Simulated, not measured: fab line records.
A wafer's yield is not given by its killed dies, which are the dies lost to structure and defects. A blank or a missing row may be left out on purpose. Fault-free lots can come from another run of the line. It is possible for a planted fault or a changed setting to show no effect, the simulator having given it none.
Which tool did it? || flow nand-harc || route of 1302 steps, sampled at 1 step: 12 lots, 36 wafers

WHAT THE GAUGES SHOWED, per wafer
NHARC_A_CONTACT_CD_MEAS_42: the cd target is 300 nm. Usual: cd-nm 299.9 nm, standard deviation 0.74.
{"lot": "L963", "measured": "day 22 00:21", "on": "cd-sem-01", "cd-nm (nm)": "300.4 300.2 300.7", "flag": ""}
{"lot": "L964", "measured": "day 22 08:49", "on": "cd-sem-02", "cd-nm (nm)": "299.2 298.8 300.4", "flag": ""}
{"lot": "L969", "measured": "day 24 10:21", "on": "cd-sem-01", "cd-nm (nm)": "298.8 299.2 300.0", "flag": ""}
{"lot": "L971", "measured": "day 24 22:07", "on": "cd-sem-01", "cd-nm (nm)": "298.2 299.0 299.4", "flag": ""}
{"lot": "L973", "measured": "day 25 16:52", "on": "cd-sem-03", "cd-nm (nm)": "299.7 299.2 300.1", "flag": ""}
{"lot": "L974", "measured": "day 26 04:28", "on": "cd-sem-02", "cd-nm (nm)": "300.7 300.0 299.3", "flag": ""}
{"lot": "L975", "measured": "day 26 05:01", "on": "cd-sem-03", "cd-nm (nm)": "299.3 300.7 300.7", "flag": ""}
{"lot": "L976", "measured": "day 27 03:25", "on": "cd-sem-02", "cd-nm (nm)": "300.2 300.8 300.3", "flag": ""}
{"lot": "L980", "measured": "day 29 06:38", "on": "cd-sem-03", "cd-nm (nm)": "300.6 298.8 300.7", "flag": ""}
{"lot": "L981", "measured": "day 29 09:19", "on": "cd-sem-01", "cd-nm (nm)": "299.4 299.3 300.3", "flag": ""}
{"lot": "L982", "measured": "day 30 02:16", "on": "cd-sem-01", "cd-nm (nm)": "300.1 299.6 299.9", "flag": ""}
{"lot": "L985", "measured": "day 30 20:25", "on": "cd-sem-03", "cd-nm (nm)": "300.5 300.1 300.4", "flag": ""}

WHICH TOOL RAN EACH LOT (tool, then ch and the chambers of the sampled wafers, then the start)
Record: no process step prior to these readings.

AS READ BY THE TOOLS THEMSELVES (means over the sampled wafers that have a number; for cases with no such wafer, the mark the record gives instead)
The record holds no such reading with a usual standard deviation.

THE ANSWER, worked out from the rows above alone
Rule: lot off if the mean of its wafers having a number is beyond 3 standard deviations from the usual mean. A lot without any number at a reading at which 4 lots or more have one is off too. Where the step has rows for the other lots, those lots are counted as sound. The gauges are gone through in route order, then the tools' own readings, and for those a lot's mean is taken as printed above. The first step at which some lot is off is used, and at that step the reading that is off furthest; a lot without a number counts as furthest.
Nothing can be told from this: no lot is off at any reading shown.

WHAT HAD BEEN PUT IN BY THE SIMULATOR
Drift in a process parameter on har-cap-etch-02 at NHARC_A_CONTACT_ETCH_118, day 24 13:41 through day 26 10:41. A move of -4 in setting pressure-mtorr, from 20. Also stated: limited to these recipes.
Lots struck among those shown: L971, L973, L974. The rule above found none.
